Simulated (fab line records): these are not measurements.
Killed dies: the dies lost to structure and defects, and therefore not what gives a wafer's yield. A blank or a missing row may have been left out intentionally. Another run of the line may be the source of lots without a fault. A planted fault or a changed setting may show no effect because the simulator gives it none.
Chamber matching	flow n5 finfet	rie diel-06 running N5_GATE_CUT_ETCH_36: 4 sister chambers
The step etches SiARC in CF4, target depth 13 nm, time 21.7 s. 4 wafers are shown with their chamber, then 7 later ones without.

## WAFERS PAIRED WITH THEIR CHAMBERS
wafer	chamber	etch rf on time s (s)
L074.5	0	20.9
L083.2	2	22.9
L094.1	1	21.7
L094.2	3	21.9

## WAFERS WITH NO CHAMBER GIVEN
wafer	etch rf on time s (s)
L094.3	20.9
L094.4	22.7
L094.5	22.7
L094.6	22.0
L097.2	22.7
L097.4	21.8
L097.5	21.8

## CHAMBER TAKEN BY EACH
wafer	from the rows above	in truth
L094.3	0	0
L094.4	2	2
L094.5	2	2
L094.6	can't be placed: 3 or 1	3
L097.2	2	2
L097.4	can't be placed: 3 or 1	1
L097.5	can't be placed: 3 or 1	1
Placed correctly: 4 of 7. These rows do not allow placing 3 (true chamber among the candidates in 3). Wrongly placed: 0.
How it was worked out, from the rows above alone: a wafer's distance from a chamber is the root of the sum, over the readings, of the square of ((its reading less the chamber's mean) divided by the reading's scatter). The wafer belongs to the nearest chamber; if the next one is less than 2 further off, it can't be placed. Each chamber's mean is taken over the wafers shown for it. The scatter (one wafer shown for each chamber): square how far every hidden wafer sits from the nearest shown wafer, average those squares and take the square root.
